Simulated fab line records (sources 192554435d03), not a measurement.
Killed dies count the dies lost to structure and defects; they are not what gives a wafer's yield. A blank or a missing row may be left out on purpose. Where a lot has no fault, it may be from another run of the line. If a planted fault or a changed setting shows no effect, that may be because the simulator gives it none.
Chamber matching + flow n5-finfet + ald-metal-02 running N5_BEOL_M7_ALD_77: 4 sister chambers
The step deposits TaN, target thk 2 nm, pulse time 2 s, purge time 3 s. 14 wafers are shown with their chamber, then 7 later ones without.

EACH WAFER AND ITS CHAMBER
| wafer  | chamber | heater-power-w (W) | mfc-carrier-sccm (sccm) |
|--------|---------|--------------------|-------------------------|
| L074.4 | 1       | 459                | 1495                    |
| L074.5 | 0       | 384                | 1499                    |
| L074.6 | 2       | 405                | 1500                    |
| L080.2 | 3       | 412                | 1495                    |
| L080.5 | 1       | 444                | 1497                    |
| L080.6 | 2       | 413                | 1502                    |
| L082.1 | 3       | 416                | 1500                    |
| L082.3 | 0       | 381                | 1498                    |
| L082.5 | 2       | 413                | 1504                    |
| L084.2 | 2       | 410                | 1501                    |
| L084.4 | 3       | 423                | 1499                    |
| L084.6 | 0       | 382                | 1502                    |
| L086.3 | 3       | 410                | 1502                    |
| L086.4 | 0       | 385                | 1497                    |

SIGNATURES, as means of the wafers listed above
| reading          | chamber 0 | chamber 1 | chamber 2 | chamber 3 | scatter within a chamber |
|------------------|-----------|-----------|-----------|-----------|--------------------------|
| heater-power-w   | 383.00    | 451.50    | 410.25    | 415.25    | 5.14                     |
| mfc-carrier-sccm | 1499.00   | 1496.00   | 1501.75   | 1499.00   | 2.25                     |
Rule: for a wafer and a chamber, the distance is found by dividing, reading by reading, the gap between the wafer's reading and the chamber's mean by the reading's scatter, squaring, summing and taking the root. The wafer belongs to the nearest chamber; if the next one is less than 2 further off, it can't be placed. The scatter is the square root of a quotient: the sum, over the shown wafers, of each reading's squared deviation from its chamber's mean, divided by wafers minus chambers.

WAFERS WHOSE CHAMBER IS MISSING
| wafer  | heater-power-w (W) | mfc-carrier-sccm (sccm) |
|--------|--------------------|-------------------------|
| L086.5 | 387                | 1499                    |
| L088.2 | 426                | 1497                    |
| L088.4 | 449                | 1497                    |
| L088.5 | 412                | 1502                    |
| L093.2 | 455                | 1498                    |
| L093.3 | 400                | 1498                    |
| L093.4 | 386                | 1505                    |

WHICH CHAMBER EACH WENT THROUGH
| wafer  | from the rows above          | in truth |
|--------|------------------------------|----------|
| L086.5 | 0                            | 0        |
| L088.2 | can't be placed: 3 or 2      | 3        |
| L088.4 | 1                            | 1        |
| L088.5 | can't be placed: 2 or 3      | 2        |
| L093.2 | 1                            | 1        |
| L093.3 | can't be placed: 2 or 3 or 0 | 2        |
| L093.4 | 0                            | 0        |
Correctly placed: 4 of 7. From these rows, 3 cannot be placed; in 3 the true chamber is one of the candidates. 0 placed wrongly.
